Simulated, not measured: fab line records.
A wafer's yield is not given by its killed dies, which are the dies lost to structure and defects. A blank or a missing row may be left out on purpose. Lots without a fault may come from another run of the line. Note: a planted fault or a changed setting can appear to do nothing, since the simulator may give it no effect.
fab line records -- flow nandHarc
record lots=14, wafers=42, lastDay=34
route steps=1302 shown A_CHANNEL_HOLE_D1@470 A_CHANNEL_FILL_D1@507 A_DECK1_JOINT@518
lots that met no fault: from a run of the same line without faults
startH: the number of hours between the record's first day and the start of the first shown wafer of the lot -- waitH: how many hours have passed since the lot's step before this one -- " same as the row above -- L1.1+2: a single row standing in for several wafers -- - no value, or no start given -- * or withheld: withheld -- < > ~ a bound
route shown NAME@n: names a module that has steps shown in the file, with the first one's number in the route -- usual: mean and standard deviation over wafers with no fault -- same: alike in all rows -- chamber/n: place in a boat -- sites: the reading at each site -- _std_site: standard deviation across them -- _edge_site: inner sites' mean taken away from outer sites' mean -- radiusMm: how far each site lies from the wafer's centre -- mask NAME#n: copy n -- behind: tool/chamber where the wafer was last shaped -- hold: reason for holding the lot/hours on hold/outcome of the hold -- device: names the non-switching transistor (n, p or np) -- end of line: tests of these same wafers at the route's end -- a step given without rows: its recipe and nothing more -- killed: dies that structure and defects cost at the first sort, which is not the same as the wafer's yield -- map: per-die view of a wafer (x killed, . not killed, _ where there is no die)
set.NAME: the setting that was run; set.NAME@STEP: the one run at that earlier step -- model.NAME: the simulator's own value behind a step, which no gauge read
route steps across a sampled set of lots; one table per step, one row per wafer
services: from which hour (startH, from the record's first day; less than 0 if before it) a tool's chamber was out of use, for how many hours, and why
## steps
# step NHARC_A_CHANNEL_HOLE_D1_CD_MEAS_18
# usual cdNm=99/3.6
lot.wafer,tool,chamber,startH,waitH,cdNm
L602.2,cdSem-02,-,185.81,-,102
L602.4,cdSem-02,-,185.81,-,100
L602.5,cdSem-02,-,185.81,-,102
L606.2,cdSem-01,-,219.42,-,96
L606.4,cdSem-01,-,219.42,-,95
L606.6,cdSem-01,-,219.42,-,98
L605.1,cdSem-01,-,219.77,-,100
L605.4,cdSem-01,-,219.77,-,105
L605.5,cdSem-01,-,219.77,-,104
L607.1,cdSem-03,-,236.89,-,98
L607.2,cdSem-03,-,236.89,-,98
L607.4,cdSem-03,-,236.89,-,102
L608.1,cdSem-01,-,243.09,-,97
L608.2,cdSem-01,-,243.09,-,96
L608.6,cdSem-01,-,243.09,-,101
L609.1,cdSem-03,-,254.03,-,99
L609.3,cdSem-03,-,254.03,-,100
L609.4,cdSem-03,-,254.03,-,95
L610.4,cdSem-03,-,261.25,-,106
L610.5,cdSem-03,-,261.25,-,106
L610.6,cdSem-03,-,261.25,-,98
L611.3,cdSem-03,-,266.96,-,96
L611.5,cdSem-03,-,266.96,-,99
L611.6,cdSem-03,-,266.96,-,97
L614.1,cdSem-01,-,313.50,-,96
L614.3,cdSem-01,-,313.50,-,103
L614.6,cdSem-01,-,313.50,-,102
L615.1,cdSem-01,-,329.94,-,102
L615.3,cdSem-01,-,329.94,-,100
L615.5,cdSem-01,-,329.94,-,100
L622.1,cdSem-01,-,375.92,-,98
L622.3,cdSem-01,-,375.92,-,97
L622.4,cdSem-01,-,375.92,-,98
L623.4,cdSem-03,-,394.59,-,104
L623.5,cdSem-03,-,394.59,-,102
L623.6,cdSem-03,-,394.59,-,101
L624.1,cdSem-03,-,398.07,-,92
L624.2,cdSem-03,-,398.07,-,98
L624.5,cdSem-03,-,398.07,-,101
L625.2,cdSem-02,-,406.60,-,106
L625.4,cdSem-02,-,406.60,-,96
L625.6,cdSem-02,-,406.60,-,100
# step NHARC_A_CHANNEL_HOLE_D1_ETCH_24
# recipe biasV=5000, sourceW=withheld, pressureMtorr=20, timeS=906.2, arFlowSccm=375, c4f8FlowSccm=93.8, o2FlowSccm=31.2, tempC=-20, targetDepthA=15000, chemistry=C4F8/O2/Ar
# usual drypumpMotorCurrentA=5.5/0.42, o2FlowSccm=31.20/0.094, showerheadPlenumPTorr=3.62/0.11, throttleValvePct=32.236/0.0094
lot.wafer,tool,chamber,startH,waitH,drypumpMotorCurrentA,o2FlowSccm,rfHoursCounterH,showerheadPlenumPTorr,throttleValvePct
L602.2,harEtch-01,1,188.00,0.6,5.9,31.25,90,3.73,32.233
L602.4,harEtch-01,1,188.00,0.6,5.9,31.23,-,3.73,32.249
L602.5,harEtch-01,1,188.00,0.6,5.8,31.30,-,3.73,32.238
L606.2,harEtch-01,0,224.26,0.6,5.3,31.34,113,3.54,32.233
L606.4,harEtch-01,0,224.26,0.6,5.3,31.29,-,3.54,32.236
L606.6,harEtch-01,0,224.26,0.6,5.3,31.24,-,3.54,32.231
L605.1,harEtch-02,1,227.82,0.6,4.9,31.11,315,3.53,32.219
L605.4,harEtch-02,1,227.82,0.6,4.9,31.22,-,3.53,32.240
L605.5,harEtch-02,0,227.82,0.6,5.9,31.14,-,3.75,32.239
L607.1,harEtch-01,0,240.90,0.6,5.3,31.23,128,3.53,32.258
L607.2,harEtch-01,1,240.90,0.6,5.9,31.17,128,3.71,32.232
L607.4,harEtch-01,0,240.90,0.6,5.3,31.18,-,3.53,32.221
L608.1,harEtch-02,0,245.29,0.6,5.9,31.22,329,3.74,32.234
L608.2,harEtch-02,1,245.29,0.6,5.0,31.19,329,3.52,32.239
L608.6,harEtch-02,1,245.29,0.6,4.9,30.92,-,3.52,32.236
L609.1,harEtch-02,1,256.24,0.6,4.9,31.06,333,3.52,32.221
L609.4,harEtch-02,1,256.24,0.6,4.9,31.03,-,3.52,32.238
L609.3,harEtch-02,0,256.24,0.6,5.9,31.14,-,3.74,32.246
L610.4,harEtch-01,1,263.72,0.6,5.9,31.16,-,3.71,32.233
L610.6,harEtch-01,1,263.72,0.6,5.9,31.17,-,3.70,32.236
L610.5,harEtch-01,0,263.72,0.6,5.3,31.15,-,3.53,32.229
L611.3,harEtch-02,0,269.54,0.6,5.9,31.26,-,3.74,32.248
L611.6,harEtch-02,1,269.54,0.6,4.9,31.33,-,3.51,32.251
L611.5,harEtch-02,0,269.54,0.6,5.9,31.18,-,3.74,32.221
L614.1,harEtch-02,1,315.83,0.6,4.9,31.31,368,3.50,32.245
L614.3,harEtch-02,0,315.83,0.6,5.9,31.08,-,3.72,32.226
L614.6,harEtch-02,0,315.83,0.6,5.9,31.14,-,3.72,32.243
L615.1,harEtch-02,0,335.44,0.6,5.9,31.41,376,3.72,32.241
L615.3,harEtch-02,0,335.44,0.6,5.9,31.29,-,3.72,32.237
L615.5,harEtch-02,1,335.44,0.6,4.9,31.12,-,3.50,32.243
L622.1,harEtch-02,1,378.24,0.6,4.9,31.04,402,3.48,32.238
L622.4,harEtch-02,0,378.24,0.6,5.9,31.20,-,3.70,32.239
L622.3,harEtch-02,1,378.24,0.6,4.9,31.27,-,3.48,32.234
L623.4,harEtch-02,1,403.71,0.6,4.9,31.13,-,3.92,32.244
L623.6,harEtch-02,1,403.71,0.6,4.9,30.94,-,3.92,32.248
L623.5,harEtch-02,0,403.71,0.6,5.9,31.23,-,3.70,32.245
L624.1,harEtch-01,0,405.18,0.6,5.3,31.12,227,3.48,32.238
L624.2,harEtch-01,1,405.18,0.6,5.9,31.30,227,3.66,32.235
L624.5,harEtch-01,1,405.18,0.6,5.8,31.26,-,3.66,32.229
L625.2,harEtch-01,0,409.36,0.6,5.3,31.25,231,3.48,32.237
L625.4,harEtch-01,0,409.36,0.6,5.3,31.17,-,3.48,32.246
L625.6,harEtch-01,0,409.36,0.6,5.3,31.26,-,3.48,32.227
# step NHARC_A_CHANNEL_FILL_D1_ALD_25
# recipe targetThkA=600, pulseTimeS=10, aldCycles=600, tempC=300, material=SiOx
# usual aldCycles=600/0, heaterPowerOuterW=256/36, heaterPowerW=465/58, precursorPulseHeightRel=0.998/0.02
lot.wafer,tool,chamber,startH,waitH,aldCycles,heaterPowerOuterW,heaterPowerW,precursorPulseHeightRel
L602.4,aldHk-04,2,229.20,0.1,600,218,392,1.007
L602.2,aldHk-04,3,229.20,0.1,600,260,487,1.013
L602.5,aldHk-04,2,231.66,2.5,600,215,396,0.991
L606.4,aldHk-03,1,264.68,0.7,600,271,478,0.976
L606.2,aldHk-03,3,265.91,1.9,600,292,473,0.985
L606.6,aldHk-03,0,265.91,1.9,600,208,394,0.996
L605.1,aldHk-04,3,271.01,0.7,600,276,488,1.002
L605.4,aldHk-04,0,271.01,0.7,600,262,504,1.013
L605.5,aldHk-04,3,273.46,3.1,600,273,493,1.020
L607.1,aldHk-04,2,285.00,0.7,600,215,392,1.006
L607.2,aldHk-04,3,285.00,0.7,600,269,503,1.025
L607.4,aldHk-04,0,285.00,0.7,600,259,504,0.979
L608.2,aldHk-03,1,285.00,0.7,600,265,478,0.989
L608.1,aldHk-03,2,285.00,0.7,600,258,468,0.969
L608.6,aldHk-03,0,286.85,2.5,600,206,397,0.996
L609.3,aldHk-02,0,297.19,0.0,600,241,417,0.980
L609.1,aldHk-02,2,298.44,1.3,600,327,592,1.012
L609.4,aldHk-02,3,298.44,1.3,600,303,531,0.979
L610.4,aldHk-02,2,305.11,0.7,600,334,590,1.036
L610.5,aldHk-02,1,306.95,2.5,600,227,433,1.021
L610.6,aldHk-02,2,306.95,2.5,600,335,602,1.025
L611.3,aldHk-03,0,312.18,0.0,600,211,389,0.984
L611.5,aldHk-03,0,314.64,2.5,600,208,391,0.982
L611.6,aldHk-03,1,314.64,2.5,600,274,473,0.986
L614.1,aldHk-03,2,356.65,1.3,-,-,-,-
L614.3,aldHk-03,3,356.65,1.3,-,-,-,-
L614.6,aldHk-03,1,358.47,3.1,-,-,-,-
L615.1,aldHk-03,1,372.23,0.1,-,-,-,-
L615.3,aldHk-03,3,373.46,1.3,-,-,-,-
L615.5,aldHk-03,2,375.30,3.1,-,-,-,-
L622.3,aldHk-02,2,420.24,0.0,600,341,621,1.000
L622.4,aldHk-02,3,420.24,0.0,600,283,495,1.022
L622.1,aldHk-02,0,420.24,0.0,600,234,420,1.000
L623.4,aldHk-02,1,444.44,0.7,600,235,436,0.968
L623.6,aldHk-02,0,446.27,2.5,600,242,424,0.986
L623.5,aldHk-02,1,446.27,2.5,600,231,437,0.998
L624.2,aldHk-04,1,444.46,0.7,600,216,421,0.996
L624.1,aldHk-04,2,444.46,0.7,600,214,386,0.977
L624.5,aldHk-04,0,446.31,2.5,600,254,485,0.964
L625.2,aldHk-04,1,453.82,0.1,600,214,421,1.028
L625.4,aldHk-04,3,456.29,2.5,600,264,479,1.050
L625.6,aldHk-04,1,458.77,5.0,600,226,430,1.002
# step NHARC_A_DECK1_JOINT_ETCHBACK_07
# recipe targetDepthA=1050, timeS=26.9, hbrFlowSccm=150, rfW=350, icpW=350, biasW=60, chemistry=HBr
# usual drypumpMotorCurrentA=5.8/0.47, oesProductAu=1.001/0.012, rfFwdPowerW=343.6/2, throttleValvePct=23.266/0.0094
lot.wafer,tool,chamber,startH,waitH,drypumpMotorCurrentA,oesProductAu,rfFwdPowerW,rfHoursCounterH,throttleValvePct
L602.4,rieSi-02,2,241.17,0.1,6.4,1.009,341.8,0.9,23.257
L602.2,rieSi-02,3,241.17,0.1,6.2,1.019,342.9,0.9,23.287
L602.5,rieSi-02,1,241.17,0.1,5.8,0.976,344.4,-,23.270
L606.2,rieSi-05,3,275.78,0.1,5.7,0.997,341.3,0.8,23.271
L606.4,rieSi-05,1,275.78,0.1,5.9,1.015,344.1,0.9,23.263
L606.6,rieSi-05,3,275.78,0.1,5.7,1.011,342.1,-,23.268
L605.1,rieSi-01,3,282.35,0.1,5.8,1.010,341.4,0.6,23.231
L605.4,rieSi-01,1,282.35,0.1,5.5,1.003,345.4,-,23.265
L605.5,rieSi-01,2,282.35,0.1,5.1,0.995,342.4,-,23.269
L607.2,rieSi-02,1,296.14,0.1,5.7,0.999,345.0,0.0,23.264
L607.4,rieSi-02,2,296.14,0.1,6.4,1.014,343.6,0.0,23.278
L607.1,rieSi-02,3,296.14,0.1,6.2,1.016,344.5,0.0,23.273
L608.1,rieSi-01,2,296.17,0.1,5.1,0.997,342.0,0.7,23.272
L608.2,rieSi-01,3,296.17,0.1,5.8,1.006,342.6,0.7,23.245
L608.6,rieSi-01,0,296.17,0.1,4.8,1.015,346.9,-,23.268
L609.4,rieSi-02,1,309.09,0.1,5.8,1.006,344.0,0.2,23.265
L609.3,rieSi-02,3,309.09,0.1,6.2,1.004,342.2,0.2,23.287
L609.1,rieSi-02,0,309.09,0.1,6.3,1.007,346.4,0.2,23.279
L610.4,rieSi-05,1,316.30,0.1,5.9,1.008,344.2,0,23.265
L610.5,rieSi-05,2,316.30,0.1,6.3,1.006,341.8,-,23.268
L610.6,rieSi-05,3,316.30,0.1,5.7,1.015,340.1,-,23.287
L611.3,rieSi-02,3,324.17,0.1,6.2,1.004,344.2,0.2,23.259
L611.6,rieSi-02,2,324.17,0.1,6.3,1.007,340.6,-,23.270
L611.5,rieSi-02,3,324.17,0.1,6.2,1.006,343.7,-,23.261
L622.1,rieSi-02,2,432.16,0.1,6.4,0.999,343.4,0.8,23.274
L622.3,rieSi-02,3,432.16,0.1,6.2,1.000,346.3,1.0,23.270
L622.4,rieSi-02,1,432.16,0.1,5.8,0.984,343.6,0.8,23.270
L623.4,rieSi-01,3,455.51,0.1,5.8,1.005,341.3,0.6,23.275
L623.6,rieSi-01,3,455.51,0.1,5.8,0.999,340.8,-,23.247
L623.5,rieSi-01,0,455.51,0.1,4.8,1.004,345.1,-,23.259
L624.2,rieSi-05,2,455.54,0.1,6.2,1.006,342.2,1.0,23.264
L624.1,rieSi-05,0,455.54,0.1,5.7,0.982,342.7,0.9,23.269
L624.5,rieSi-05,2,455.54,0.1,6.2,0.996,342.0,-,23.267
L625.4,rieSi-02,3,469.64,0.1,6.2,1.028,344.6,0.1,23.262
L625.2,rieSi-02,0,469.64,0.1,6.4,1.009,345.9,0.1,23.256
L625.6,rieSi-02,3,469.64,0.1,6.2,1.020,346.7,-,23.265
## services
tool,chamber,startH,hours,kind
rieSi-01,2,165.57,3.7,repair
aldHk-02,-,174.44,10.0,pm
aldHk-02,-,185.54,1.1,repair
rieSi-01,-,193.00,9.0,pm
rieSi-01,2,206.38,6.4,repair
aldHk-02,-,211.96,1.4,repair
aldHk-03,-,212.97,10.0,pm
aldHk-02,-,243.17,2.5,repair
aldHk-04,-,254.80,10.0,pm
rieSi-05,-,272.14,0.4,repair
rieSi-01,0,274.13,11.7,repair
rieSi-02,-,277.00,9.0,pm
aldHk-03,-,281.42,0.5,repair
rieSi-05,-,305.00,9.0,pm
aldHk-04,-,351.85,1.2,repair
aldHk-02,-,352.44,10.0,pm
rieSi-01,-,370.00,9.0,pm
harEtch-02,-,380.15,17.0,pm
harEtch-02,0,380.15,17.0,ventCycle
harEtch-02,1,380.15,17.0,ventCycle
aldHk-03,-,392.08,10.0,pm
aldHk-04,-,418.72,2.9,repair
aldHk-04,-,432.80,10.0,pm
rieSi-02,-,454.00,9.0,pm
## key
firstSign step=NHARC_A_CHANNEL_FILL_D1_ALD_25, reading=toolRecord, direction=missing
effect none on later readings
metAt NHARC_A_CHANNEL_FILL_D1_ALD_25
struckLots L614,L615
laterRowsLeftOut L614.1,L614.3,L614.6,L615.1,L615.3,L615.5
sortLeftOut L614.1,L614.3,L614.6,L615.1,L615.3,L615.5
testerLeftOut L614,L615
notActingAt NHARC_A_CHANNEL_HOLE_D1_CD_MEAS_18,NHARC_A_CHANNEL_HOLE_D1_ETCH_24,NHARC_A_DECK1_JOINT_ETCHBACK_07
onsetBetween 312.18 356.65
fault kind=skippedStepWhole, tool=aldHk-03, chamber=-, onsetH=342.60, steps=NHARC_A_CHANNEL_FILL_D1_ALD_25, scope=struckLotsOnly
# testerLeftOut: of these lots the tester's yield and bins aren't shown, on N5 and GAA mostly nor the transistor test; their killed dies are dies lost to structure and defects alone, not to doping, threshold or leakage, so they don't give the yield
# sortLeftOut: the simulated sort isn't trusted on such a fault, so these wafers' sort isn't shown, and their yield isn't known
# laterRowsLeftOut: the simulator's readings of these wafers behind a module that went badly wrong aren't trusted and aren't shown, but for the sort
